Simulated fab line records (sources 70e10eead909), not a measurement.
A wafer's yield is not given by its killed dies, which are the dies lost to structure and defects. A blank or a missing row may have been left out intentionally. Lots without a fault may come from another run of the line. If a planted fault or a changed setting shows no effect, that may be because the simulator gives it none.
fab line records | flow nand-harc | part 2 of 2: steps 20 to 28 of 28
record lots=5 wafers=15 last-day=24
route steps=1159 shown A_SLIT@792 A_SIN_REMOVE@804 A_WL_FILL@809
lots that met no fault: from a run of the same line without faults
start-h: hours from the record's opening day to when the first of the lot's shown wafers began | wait-h: hours from the lot's prior step to this one | " identical to the entry in the row above | L1.1+2: one row covering several wafers at once | - no value, or no start was given | * or withheld: withheld | < > ~ a bound
route shown NAME@n: names a module that has steps shown in the file, with the first one's number in the route | usual: mean/standard deviation taken from wafers without a fault | same: alike in all rows | chamber/n: place in a boat | sites: readings site by site | _std_site: the values' standard deviation | _edge_site: inner sites' mean taken away from outer sites' mean | radius-mm: how far each site lies from the wafer's centre | mask NAME#n: copy n | behind: the last tool/chamber to shape the wafer | hold: why the lot was held/for how many hours/how that ended | device: names the non-switching transistor (n, p or np) | end of line: tests of these same wafers at the route's end | a step without rows: its recipe alone | killed: dies that structure and defects cost at the first sort, which is not the same as the wafer's yield | map: a wafer's dies, marking killed ones x, the rest . and places with no die _
set.NAME: setting as actually run; set.NAME@STEP: the setting as run at that earlier step | model.NAME: the simulator's own value behind a step, which no gauge read
a table for each step, a row for each wafer; lots at some steps of the route
services: the hour from which a tool's chamber was out of use, counted from the record's first day as start-h (under 0 if before that day), plus the number of hours and why
## steps
# step NHARC_A_WL_FILL_CVD_03
# recipe target-thk-a=400 temp-c=300 pressure-torr=40 wf6-flow-sccm=40 h2-flow-sccm=1600 ar-flow-sccm=1560 time-s=3302 material=W
# usual heater-power-w=482/60 mfc-h2-sccm=1601/4.7 throttle-valve-pct=7.75/0.26
# columns lot.wafer tool chamber start-h wait-h heater-power-w mfc-h2-sccm throttle-valve-pct
L076.3 cvd-w-02 0 348.04 8.3 401 1593 7.93
L076.6 " 0 " " 394 1606 7.62
L076.5 " 1 " " 455 1606 7.72
L084.1 cvd-w-02 1 397.55 0.3 438 1608 8.17
L084.4 " 0 398.96 1.7 408 1606 7.38
L084.6 " 1 " " 446 1605 8.19
L086.1 cvd-w-01 1 411.47 1.1 564 1609 7.54
L086.4 " 0 412.89 2.5 497 1601 7.75
L086.6 " 0 " " 490 1599 7.77
L089.1 cvd-w-01 0 423.67 4.0 497 1605 7.99
L089.4 " 1 425.09 5.4 547 1604 7.61
L089.6 " 1 " " 568 1602 7.92
L092.2 cvd-w-01 1 436.50 2.4 566 1600 7.83
L092.4 " 1 " " 569 1602 7.48
L092.3 " 0 " " 495 1600 8.14
# step NHARC_A_WL_FILL_ETCHBACK_04
# recipe target-depth-a=600 time-s=120 chemistry=NF3
# usual chamber-pressure-mTorr=299.98/0.25 drypump-motor-current-A=5.8/0.42 he-backside-leak-sccm=3.34/0.3 oes-product-au=0.999/0.011
# columns lot.wafer tool chamber start-h wait-h chamber-pressure-mTorr drypump-motor-current-A he-backside-leak-sccm oes-product-au rf-hours-counter-h
L076.3 rie-metal-01 1 350.52 2.0 299.69 5.8 3.56 0.986 -
L076.6 " 0 " " 300.00 5.7 3.14 1.003 -
L076.5 " 1 " " 299.66 5.8 3.50 0.993 -
L084.1 rie-metal-01 0 400.85 2.8 300.41 5.8 3.27 1.004 1.8
L084.4 " 0 " " 300.00 5.7 3.15 1.002 -
L084.6 " 1 " " 300.11 5.7 3.62 1.004 -
L086.1 rie-metal-01 0 414.79 2.8 299.81 5.8 3.10 0.978 2.3
L086.4 " 0 " " 300.45 5.7 3.23 0.983 -
L086.6 " 0 " " 299.84 5.8 3.42 0.980 -
L089.1 rie-metal-02 0 427.03 2.9 299.66 5.1 3.09 1.011 1.4
L089.4 " 0 " " 300.52 5.1 3.07 1.005 -
L089.6 " 1 " " 299.80 5.5 3.68 0.988 -
L092.2 rie-metal-03 1 439.87 2.9 299.59 6.0 3.22 1.000 -
L092.3 " 1 " " 300.22 6.0 3.20 1.013 -
L092.4 " 1 " " 299.79 6.0 2.91 1.007 -
# step NHARC_A_WL_FILL_ETCHBACK_05
# recipe target-depth-a=220 time-s=60 temp-c=40 chemistry=Cl2/BCl3
# usual chamber-pressure-mTorr=10.000/0.0079 drypump-motor-current-A=5.8/0.43 he-backside-leak-sccm=3.36/0.26 oes-product-au=1.000/0.011
# columns lot.wafer tool chamber start-h wait-h chamber-pressure-mTorr drypump-motor-current-A he-backside-leak-sccm oes-product-au rf-hours-counter-h
L076.3 rie-metal-01 1 350.70 0.1 9.999 5.8 3.65 0.993 -
L076.6 " 0 " " 9.995 5.7 3.23 0.998 -
L076.5 " 1 " " 10.005 5.8 3.68 0.985 -
L084.1 rie-metal-01 0 401.09 0.2 10.005 5.7 3.21 0.995 1.9
L084.4 " 1 " " 10.001 5.8 3.52 0.990 -
L084.6 " 1 " " 10.005 5.7 3.57 0.997 -
L086.1 rie-metal-01 1 415.03 0.2 10.000 5.8 3.54 0.993 2.4
L086.4 " 0 " " 10.012 5.7 3.18 0.995 -
L086.6 " 0 " " 9.997 5.7 3.14 0.983 -
L089.1 rie-metal-02 1 427.27 0.2 9.990 5.5 3.72 0.989 1.5
L089.4 " 0 " " 10.004 5.1 3.20 1.005 -
L089.6 " 1 " " 10.009 5.5 3.76 0.980 -
L092.2 rie-metal-03 1 440.27 0.3 9.997 6.0 3.01 1.013 -
L092.3 " 1 " " 9.993 6.0 3.04 1.008 -
L092.4 " 1 " " 9.998 6.0 3.16 1.012 -
# step NHARC_A_WL_FILL_STRIP_27
# recipe power-w=1500 temp-c=250 time-s=20 chemistry=N2/H2
# usual drypump-motor-current-A=5.9/0.33 heater-power-w=324/23
# columns lot.wafer tool chamber start-h wait-h drypump-motor-current-A heater-power-w rf-hours-counter-h
L076.3 plasma-asher-01 0 350.88 0.2 6.4 352 -
L076.6 " 1 " " 5.9 329 -
L076.5 " 0 " " 6.4 340 -
L084.1 plasma-asher-02 0 401.23 0.1 5.5 288 5
L084.4 " 1 " " 5.9 336 -
L084.6 " 0 " " 5.5 287 -
L086.1 plasma-asher-02 0 415.19 0.1 5.4 280 10
L086.4 " 1 " " 6.0 332 -
L086.6 " 1 " " 6.0 338 -
L089.1 plasma-asher-01 1 427.41 0.1 5.9 330 61
L089.4 " 0 " " 6.4 345 -
L089.6 " 0 " " 6.4 343 -
L092.2 plasma-asher-02 1 440.45 0.2 6.0 335 18
L092.4 " 1 " " 6.0 337 -
L092.3 " 0 " " 5.4 285 -
# step NHARC_A_WL_FILL_STRIP_28
# recipe time-s=1200 temp-c=72.5 chemistry=post-etch-residue-remover
# columns lot.wafer tool chamber start-h wait-h
L076.3+6+5 wet-bench-04 4,6,7 350.99 0.1
L084.1+6+4 wet-bench-04 3,4,6 401.42 0.2
L086.6+1+4 wet-bench-01 1,3,4 415.36 0.1
L089.1+6+4 wet-bench-04 6,0,1 427.59 0.2
L092.2+4+3 wet-bench-04 2,3,4 440.64 0.2
# step NHARC_A_WL_FILL_PRECLEAN_06
# recipe time-s=300 chemistry=DIW
# columns lot.wafer tool chamber start-h wait-h
L076.3+6+5 wet-bench-04 4,6,7 - -
L084.1+6+4 wet-bench-04 3,4,6 - -
L086.6+1+4 wet-bench-01 1,3,4 - -
L089.1+6+4 wet-bench-04 6,0,1 - -
L092.2+4+3 wet-bench-04 2,3,4 - -
# step NHARC_A_WL_FILL_SRD_07
# columns lot.wafer tool chamber start-h wait-h
L076.3+6+5 wet-bench-04 4,6,7 - -
L084.1+6+4 wet-bench-04 3,4,6 - -
L086.6+1+4 wet-bench-01 1,3,4 - -
L089.1+6+4 wet-bench-04 6,0,1 - -
L092.2+4+3 wet-bench-04 2,3,4 - -
# step NHARC_A_WL_FILL_ANNEAL_08
# recipe temp-c=450 time-s=1800
# columns lot.wafer tool chamber start-h wait-h
L076.3+5+6 furnace-04 0 352.26 -
L084.1+4+6 furnace-01 0 404.73 -
L086.1+4+6 furnace-04 0 420.00 -
L089.1+4+6 furnace-01 0 433.77 -
L092.2+3+4 furnace-04 0 441.75 -
# step NHARC_A_WL_FILL_ALD_10
# recipe target-thk-a=500 pulse-time-s=10 ald-cycles=500 temp-c=300 material=SiO2
# usual heater-power-w=459/78 precursor-pulse-height-rel=0.998/0.019
# columns lot.wafer tool chamber start-h wait-h heater-power-w precursor-pulse-height-rel
L076.3 ald-hk-01 2 354.28 0.6 413 0.988
L076.6 " 1 355.81 2.1 448 1.026
L076.5 " 2 " " 416 1.012
L084.1 ald-hk-02 2 406.23 0.1 498 0.975
L084.4 " 1 409.34 3.2 411 0.977
L084.6 " 3 411.42 5.2 342 1.010
L086.4 ald-hk-03 0 422.55 1.1 299 0.972
L086.1 " 1 " " 429 1.016
L086.6 " 2 " " 573 0.979
L089.1 ald-hk-03 1 436.53 1.3 440 1.007
L089.4 " 2 " " 584 1.017
L089.6 " 0 438.09 2.9 298 1.027
L092.2 ald-hk-01 2 443.24 0.1 421 0.992
L092.3 " 0 444.26 1.1 468 1.008
L092.4 " 1 " " 441 1.008
## services
# columns tool chamber start-h hours kind
wet-bench-06 - 305.60 8.0 pm
ald-hk-03 - 307.79 0.9 repair
rie-diel-11 3 311.64 14.3 repair
furnace-04 - 316.55 26.0 pm
har-etch-02 - 318.73 1.7 repair
wet-h3po4-01 - 321.69 8.0 pm
ald-metal-02 3 329.62 8.8 repair
rie-metal-01 - 332.00 9.0 pm
wet-bench-04 - 339.20 8.0 pm
ald-metal-02 0 343.56 42.5 repair
rie-diel-03 1 345.39 6.5 repair
plasma-asher-02 - 349.56 30.3 repair
ald-metal-02 - 364.00 10.0 pm
rie-diel-11 - 366.50 9.0 pm
ald-metal-02 - 377.43 0.7 repair
rie-diel-11 - 377.51 3.7 repair
rie-diel-12 - 379.40 9.0 pm
plasma-asher-02 - 379.91 9.0 pm
wet-bench-01 - 389.60 8.0 pm
rie-diel-12 1 391.39 5.3 repair
rie-diel-03 - 392.33 9.0 pm
ald-metal-02 0 403.46 6.4 repair
rie-diel-03 3 413.84 12.4 repair
ald-hk-01 - 427.01 1.7 repair
